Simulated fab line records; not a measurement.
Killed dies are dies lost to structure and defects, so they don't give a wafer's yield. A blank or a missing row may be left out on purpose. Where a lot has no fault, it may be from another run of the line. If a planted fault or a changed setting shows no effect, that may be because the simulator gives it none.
Which of the tools did it? | flow nand-harc | 72 wafers from 24 lots sampled at 6 of the route's 1302 steps

== WHAT THE GAUGES SHOWED, per wafer ==
NHARC_A_SGD_CUT_OVL_MEAS_10. Usual: overlay-x-nm 0.1 nm, standard deviation 0.95; overlay-y-nm 0.1 nm, standard deviation 0.8.
lot  | measured     | on         | overlay-x-nm (nm) | overlay-y-nm (nm) | flag
L074 | day 19 16:21 | overlay-02 | -1.0 -0.8 -0.8    | 0.5 0.2 -0.1      |
L075 | day 20 00:04 | overlay-02 | -0.3 -0.1 -1.0    | 0.1 0.3 0.5       |
L076 | day 20 10:27 | overlay-01 | -0.5 -0.4 -0.1    | 0.4 -0.5 -0.6     |
L077 | day 20 20:16 | overlay-02 | 1.4 1.7 1.8       | 0.4 0.3 0.1       |
L078 | day 20 20:32 | overlay-01 | 1.7 1.0 1.8       | -0.1 -0.4 0.2     |
L079 | day 20 20:50 | overlay-02 | 1.2 1.3 0.9       | 0.7 0.7 0.8       |
L080 | day 21 17:22 | overlay-02 | -0.1 0.5 0.3      | 0.5 0.3 0.2       |
L081 | day 21 22:30 | overlay-01 | 0.3 0.6 0.2       | 0.2 0.4 -0.1      |
L082 | day 22 16:34 | overlay-02 | -0.3 0.7 -0.1     | -1.5 -1.7 -1.7    |
L085 | day 23 14:38 | overlay-01 | 1.5 1.4 1.4       | 1.0 -0.1 -0.3     |
L084 | day 23 17:25 | overlay-01 | -0.1 -0.4 0.1     | 1.0 0.8 0.7       |
L083 | day 23 14:47 | overlay-02 | 0.0 0.0 0.3       | -0.9 -1.6 -0.9    |
L086 | day 24 17:59 | overlay-02 | -0.6 -0.6 -0.6    | 0.5 0.6 -0.1      |
L087 | day 25 03:48 | overlay-01 | 0.3 0.6 0.6       | -0.7 -0.4 -0.1    |
L089 | day 25 04:06 | overlay-01 | 0.1 -0.2 -0.1     | -0.2 -1.0 -0.2    |
L088 | day 25 03:57 | overlay-02 | -2.2 -2.2 -1.5    | 0.3 -0.8 -0.3     |
L090 | day 25 17:15 | overlay-01 | -1.0 -0.7 -0.4    | 1.4 0.9 1.0       |
L091 | day 26 10:02 | overlay-01 | 0.5 0.8 0.1       | 0.1 0.0 0.8       |
L092 | day 26 08:05 | overlay-02 | 0.7 0.3 0.7       | 0.1 0.1 0.0       |
L093 | day 26 19:45 | overlay-02 | -2.5 -1.9 -2.3    | 0.3 0.0 0.0       |
L096 | day 27 17:20 | overlay-01 | 0.9 0.5 0.5       | 0.8 0.8 0.5       |
L095 | day 27 16:32 | overlay-01 | 0.2 0.4 0.6       | 0.3 -0.9 -0.7     |
L094 | day 28 02:13 | overlay-02 | 1.0 0.5 0.6       | -1.2 -0.9 -1.1    |
L097 | day 28 18:56 | overlay-01 | -0.2 0.3 0.0      | 1.8 2.7 2.4       |

NHARC_A_SGD_CUT_INSPECT_11. Usual: 57 for raw-defect-count, sd 29.
lot  | measured     | on                | raw-defect-count | flag
L074 | day 19 16:23 | defect-inspect-02 | 109 100 96       |
L075 | day 20 00:07 | defect-inspect-02 | 13 11 15         |
L076 | day 20 10:29 | defect-inspect-02 | 22 16 14         |
L077 | day 20 20:18 | defect-inspect-02 | 81 76 92         |
L078 | day 20 20:35 | defect-inspect-01 | 54 57 53         |
L079 | day 20 20:52 | defect-inspect-02 | 55 79 61         |
L080 | day 21 17:24 | defect-inspect-01 | 62 69 68         |
L081 | day 21 22:32 | defect-inspect-01 | 23 32 31         |
L082 | day 22 16:36 | defect-inspect-02 | 25 36 34         |
L085 | day 23 14:41 | defect-inspect-02 | 79 90 72         |
L084 | day 23 17:27 | defect-inspect-01 | 53 54 53         |
L083 | day 23 14:50 | defect-inspect-01 | 81 87 101        |
L086 | day 24 18:01 | defect-inspect-02 | 37 39 47         |
L087 | day 25 03:50 | defect-inspect-02 | 68 76 97         |
L089 | day 25 04:08 | defect-inspect-01 | 93 96 86         |
L088 | day 25 03:59 | defect-inspect-01 | 16 21 13         |
L090 | day 25 17:17 | defect-inspect-01 | 73 89 103        |
L091 | day 26 10:04 | defect-inspect-02 | 54 46 46         |
L092 | day 26 08:07 | defect-inspect-01 | 95 86 92         |
L093 | day 26 19:47 | defect-inspect-02 | 58 55 48         |
L096 | day 27 17:22 | defect-inspect-01 | 44 38 50         |
L095 | day 27 16:35 | defect-inspect-02 | 49 46 76         |
L094 | day 28 02:16 | defect-inspect-02 | 22 19 21         |
L097 | day 28 18:59 | defect-inspect-01 | 25 33 22         |

== EACH LOT AND THE TOOL THAT RAN IT (in order: tool; ch and the chambers of the sampled wafers; start) ==
lot  | NHARC_A_STAIRCASE_DEP_322       | NHARC_A_STAIRCASE_CMP_450     | NHARC_A_STAIRCASE_ETCHBACK_157     | NHARC_A_STAIRCASE_DEP_471
L074 | pecvd-01 ch 1,2, day 18 13:13   | cmp-02 ch 0,2,3, day 19 13:49 | rie-diel-09 ch 1,2,3, day 19 14:43 | pecvd-01 ch 0,1,2, day 19 14:59
L075 | pecvd-04 ch 0,1,2, day 18 21:08 | cmp-03 ch 1,3, day 19 21:21   | rie-diel-03 ch 0,1,3, day 19 22:16 | pecvd-01 ch 0,1,2, day 19 22:38
L076 | pecvd-02 ch 1,2, day 19 06:21   | cmp-02 ch 1,2,3, day 20 07:45 | rie-diel-06 ch 0,1,2, day 20 08:40 | pecvd-04 ch 0,1, day 20 08:58
L077 | pecvd-04 ch 1,2, day 19 18:02   | cmp-02 ch 0,1,3, day 20 17:37 | rie-diel-06 ch 2,3, day 20 18:29   | pecvd-01 ch 1,2, day 20 18:48
L078 | pecvd-01 ch 0,1,2, day 19 18:16 | cmp-02 ch 0,1,2, day 20 17:54 | rie-diel-06 ch 0,3, day 20 18:47   | pecvd-04 ch 1,2, day 20 19:05
L079 | pecvd-01 ch 0,1, day 19 18:39   | cmp-01 ch 0,1,2, day 20 18:10 | rie-diel-06 ch 0,2,3, day 20 19:04 | pecvd-01 ch 1,2, day 20 19:20
L080 | pecvd-02 ch 0,1,2, day 20 13:08 | cmp-02 ch 0,2,3, day 21 14:37 | rie-diel-09 ch 0,2,3, day 21 15:31 | pecvd-04 ch 0,1,2, day 21 15:53
L081 | pecvd-04 ch 0,1,2, day 20 20:35 | cmp-01 ch 0,1,2, day 21 19:48 | rie-diel-06 ch 0,2,3, day 21 20:44 | pecvd-02 ch 0,2, day 21 21:02
L082 | pecvd-04 ch 1,2, day 21 16:13   | cmp-01 ch 1,2,3, day 22 13:53 | rie-diel-09 ch 0,1,2, day 22 14:47 | pecvd-04 ch 1,2, day 22 15:04
L085 | pecvd-02 ch 0,2, day 22 13:29   | cmp-02 ch 1,3, day 23 11:59   | rie-diel-09 ch 0,1,3, day 23 12:55 | pecvd-04 ch 0,1,2, day 23 13:09
L084 | pecvd-01 ch 0,1,2, day 22 13:35 | cmp-01 ch 0,1,3, day 23 14:45 | rie-diel-09 ch 0,2,3, day 23 15:38 | pecvd-02 ch 0,2, day 23 15:55
L083 | pecvd-04 ch 1,2, day 22 13:41   | cmp-01 ch 0,2, day 23 12:00   | rie-diel-06 ch 0,1,2, day 23 12:56 | pecvd-01 ch 0,2, day 23 13:14
L086 | pecvd-04 ch 0,2, day 23 16:37   | cmp-03 ch 1,3, day 24 15:27   | rie-diel-03 ch 1,3, day 24 16:20   | pecvd-04 ch 0,2, day 24 16:40
L087 | pecvd-04 ch 0,2, day 24 04:14   | cmp-03 ch 1,2,3, day 25 01:06 | rie-diel-03 ch 0,1,3, day 25 02:02 | pecvd-01 ch 0,1, day 25 02:17
L089 | pecvd-01 ch 0,2, day 24 04:14   | cmp-01 ch 0,3, day 25 01:23   | rie-diel-06 ch 2,3, day 25 02:16   | pecvd-04 ch 0,2, day 25 02:35
L088 | pecvd-02 ch 1,2, day 24 04:18   | cmp-01 ch 2,3, day 25 01:08   | rie-diel-09 ch 1,2,3, day 25 02:04 | pecvd-02 ch 1,2, day 25 02:22
L090 | pecvd-01 ch 0,1,2, day 24 16:18 | cmp-03 ch 1,3, day 25 14:36   | rie-diel-09 ch 0,1,3, day 25 15:31 | pecvd-04 ch 0,2, day 25 15:46
L091 | pecvd-01 ch 0,1, day 25 05:46   | cmp-03 ch 1,2,3, day 26 07:30 | rie-diel-06 ch 1,2,3, day 26 08:22 | pecvd-04 ch 0,1, day 26 08:39
L092 | pecvd-04 ch 0,1,2, day 25 05:50 | cmp-01 ch 2,3, day 26 05:13   | rie-diel-06 ch 0,2,3, day 26 06:07 | pecvd-02 ch 1,2, day 26 06:35
L093 | pecvd-01 ch 0,1,2, day 25 19:37 | cmp-02 ch 0,1,2, day 26 17:07 | rie-diel-09 ch 1,2,3, day 26 18:02 | pecvd-01 ch 0,1,2, day 26 18:19
L096 | pecvd-02 ch 0,1,2, day 26 15:02 | cmp-01 ch 0,1,2, day 27 13:59 | rie-diel-09 ch 0,1,2, day 27 15:07 | pecvd-01 ch 1,2, day 27 15:41
L095 | pecvd-04 ch 1,2, day 26 15:02   | cmp-03 ch 0,1,2, day 27 13:44 | rie-diel-09 ch 0,1,3, day 27 14:42 | pecvd-01 ch 0,1,2, day 27 15:10
L094 | pecvd-02 ch 0,1, day 27 01:42   | cmp-01 ch 0,1,3, day 27 23:34 | rie-diel-03 ch 1,2,3, day 28 00:29 | pecvd-04 ch 0,1, day 28 00:47
L097 | pecvd-01 ch 0,1, day 27 13:48   | cmp-03 ch 1,2,3, day 28 16:15 | rie-diel-09 ch 0,3, day 28 17:10   | pecvd-04 ch 0,1, day 28 17:30
- NHARC_A_STAIRCASE_DEP_322: deposits SiO2, target thk 7200 nm.
- NHARC_A_STAIRCASE_CMP_450: polishes SiO2, target thk 200 nm.
- NHARC_A_STAIRCASE_ETCHBACK_157: etches the open film in CH3F/O2, target depth 90 nm, time 167.14 s.
- NHARC_A_STAIRCASE_DEP_471: deposits SiO2, target thk 100 nm.

== WHAT THE TOOLS THEMSELVES READ (means of the sampled wafers that have a number; where no wafer has one, the mark that the record gives instead) ==
NHARC_A_STAIRCASE_DEP_322. Usual: 655 W for heater-power-w, sd 81.
lot  | tool     | heater-power-w (W) | flag
L074 | pecvd-01 | 659                |
L075 | pecvd-04 | 644                |
L076 | pecvd-02 | 672                |
L077 | pecvd-04 | 611                |
L078 | pecvd-01 | 700                |
L079 | pecvd-01 | 668                |
L080 | pecvd-02 | 680                |
L081 | pecvd-04 | 647                |
L082 | pecvd-04 | 656                |
L085 | pecvd-02 | 649                |
L084 | pecvd-01 | 715                |
L083 | pecvd-04 | 590                |
L086 | pecvd-04 | 600                |
L087 | pecvd-04 | 682                |
L089 | pecvd-01 | 712                |
L088 | pecvd-02 | 622                |
L090 | pecvd-01 | 648                |
L091 | pecvd-01 | 640                |
L092 | pecvd-04 | 594                |
L093 | pecvd-01 | 654                |
L096 | pecvd-02 | 650                |
L095 | pecvd-04 | 642                |
L094 | pecvd-02 | 573                |
L097 | pecvd-01 | 642                |

NHARC_A_STAIRCASE_CMP_450. Usual: motor-current-A 11.7 A, standard deviation 0.92; pad-life-wafers 192, standard deviation 120.
lot  | tool   | motor-current-A (A) | pad-life-wafers | flag
L074 | cmp-02 | 11.9                | 50              |
L075 | cmp-03 | 12.9                | 374             |
L076 | cmp-02 | 12.0                | 134             |
L077 | cmp-02 | 11.1                | 176             |
L078 | cmp-02 | 11.6                | 188             |
L079 | cmp-01 | 11.5                | 338             |
L080 | cmp-02 | 11.7                | 254             |
L081 | cmp-01 | 12.0                | 43              |
L082 | cmp-01 | 11.5                | 127             |
L085 | cmp-02 | 11.6                | 43              |
L084 | cmp-01 | 11.8                | 229             |
L083 | cmp-01 | 12.5                | 212             |
L086 | cmp-03 | 12.8                | 31              |
L087 | cmp-03 | 12.9                | 74              |
L089 | cmp-01 | 11.3                | 408             |
L088 | cmp-01 | 11.0                | 396             |
L090 | cmp-03 | 13.1                | 164             |
L091 | cmp-03 | 12.3                | 236             |
L092 | cmp-01 | 11.1                | 54              |
L093 | cmp-02 | 11.4                | 309             |
L096 | cmp-01 | 12.0                | 187             |
L095 | cmp-03 | 12.0                | 338             |
L094 | cmp-01 | 11.5                | 236             |
L097 | cmp-03 | 12.3                | 20              |

NHARC_A_STAIRCASE_ETCHBACK_157. Usual: drypump-motor-current-A 5.5 A, standard deviation 0.37; oes-product-au 0.95 a.u., standard deviation 0.037; rf-vpp-V 244.7 V, standard deviation 1.8; showerhead-plenum-p-Torr 2.48 Torr, standard deviation 0.12; throttle-valve-pct 20.663 %, standard deviation 0.0091.
lot  | tool        | drypump-motor-current-A (A) | oes-product-au (a.u.) | rf-vpp-V (V) | showerhead-plenum-p-Torr (Torr) | throttle-valve-pct (%) | flag
L074 | rie-diel-09 | 5.3                         | 0.94                  | 243.7        | 2.39                            | 20.660                 |
L075 | rie-diel-03 | 5.9                         | 0.92                  | 243.8        | 2.41                            | 20.663                 |
L076 | rie-diel-06 | 5.3                         | 0.92                  | 245.8        | 2.55                            | 20.664                 |
L077 | rie-diel-06 | 5.5                         | 0.93                  | 246.5        | 2.63                            | 20.663                 |
L078 | rie-diel-06 | 5.4                         | 0.92                  | 246.8        | 2.62                            | 20.655                 |
L079 | rie-diel-06 | 5.5                         | 0.99                  | 246.5        | 2.62                            | 20.663                 |
L080 | rie-diel-09 | 5.4                         | 1.01                  | 244.5        | 2.48                            | 20.672                 |
L081 | rie-diel-06 | 5.5                         | 0.98                  | 246.3        | 2.62                            | 20.656                 |
L082 | rie-diel-09 | 5.6                         | 1.00                  | 244.3        | 2.43                            | 20.651                 |
L085 | rie-diel-09 | 5.4                         | 1.00                  | 244.3        | 2.46                            | 20.653                 |
L084 | rie-diel-09 | 5.4                         | 1.00                  | 244.9        | 2.47                            | 20.666                 |
L083 | rie-diel-06 | 5.3                         | 0.92                  | 245.5        | 2.54                            | 20.659                 |
L086 | rie-diel-03 | 5.8                         | 0.93                  | 243.6        | 2.40                            | 20.663                 |
L087 | rie-diel-03 | 5.9                         | 0.92                  | 242.9        | 2.40                            | 20.673                 |
L089 | rie-diel-06 | 5.5                         | 0.91                  | 246.9        | 2.62                            | 20.658                 |
L088 | rie-diel-09 | 5.3                         | 0.93                  | 242.8        | 2.37                            | 20.666                 |
L090 | rie-diel-09 | 5.4                         | 0.95                  | 244.2        | 2.46                            | 20.663                 |
L091 | rie-diel-06 | 5.3                         | 0.95                  | 245.5        | 2.54                            | 20.657                 |
L092 | rie-diel-06 | 5.5                         | 0.91                  | 245.4        | 2.61                            | 20.664                 |
L093 | rie-diel-09 | 5.3                         | 1.00                  | 242.7        | 2.36                            | 20.673                 |
L096 | rie-diel-09 | 5.6                         | 0.99                  | 244.4        | 2.42                            | 20.659                 |
L095 | rie-diel-09 | 5.4                         | 0.92                  | 243.9        | 2.45                            | 20.663                 |
L094 | rie-diel-03 | 5.8                         | 0.99                  | 244.9        | 2.44                            | 20.664                 |
L097 | rie-diel-09 | 5.2                         | 0.99                  | 245.4        | 2.49                            | 20.656                 |

NHARC_A_STAIRCASE_DEP_471. Usual: heater-power-w 553 W, standard deviation 71; throttle-valve-pct 15.9 %, standard deviation 0.4.
lot  | tool     | heater-power-w (W) | throttle-valve-pct (%) | flag
L074 | pecvd-01 | 609                | 16.1                   |
L075 | pecvd-01 | 575                | 16.1                   |
L076 | pecvd-04 | 512                | 15.3                   |
L077 | pecvd-01 | 659                | 16.0                   |
L078 | pecvd-04 | 467                | 15.7                   |
L079 | pecvd-01 | 590                | 15.9                   |
L080 | pecvd-04 | 482                | 15.4                   |
L081 | pecvd-02 | 523                | 15.9                   |
L082 | pecvd-04 | 501                | 15.9                   |
L085 | pecvd-04 | 535                | 15.4                   |
L084 | pecvd-02 | 618                | 16.1                   |
L083 | pecvd-01 | 551                | 16.1                   |
L086 | pecvd-04 | 510                | 15.5                   |
L087 | pecvd-01 | 577                | 16.3                   |
L089 | pecvd-04 | 477                | 15.7                   |
L088 | pecvd-02 | 525                | 16.4                   |
L090 | pecvd-04 | 571                | 16.1                   |
L091 | pecvd-04 | 558                | 15.6                   |
L092 | pecvd-02 | 507                | 16.2                   |
L093 | pecvd-01 | 618                | 16.3                   |
L096 | pecvd-01 | 537                | 16.3                   |
L095 | pecvd-01 | 576                | 16.3                   |
L094 | pecvd-04 | 610                | 15.5                   |
L097 | pecvd-04 | 525                | 15.6                   |

== THE ANSWER, worked out from the rows above alone ==
Rule: lot off if the mean of its wafers having a number is beyond 3 standard deviations from the usual mean. Also off: a lot with no number at a reading for which 4 or more lots have one. Any other lot the step has rows for is counted as sound. First the gauges in route order, then the tools' own readings, where a lot's mean is used as printed above. At the first step where some lot is off, the reading lying furthest off is the one used; lots without a number count as furthest.
Across all readings shown, no lot is off: no conclusion can be drawn from this.

== WHAT WAS PUT IN BY THE SIMULATOR ==
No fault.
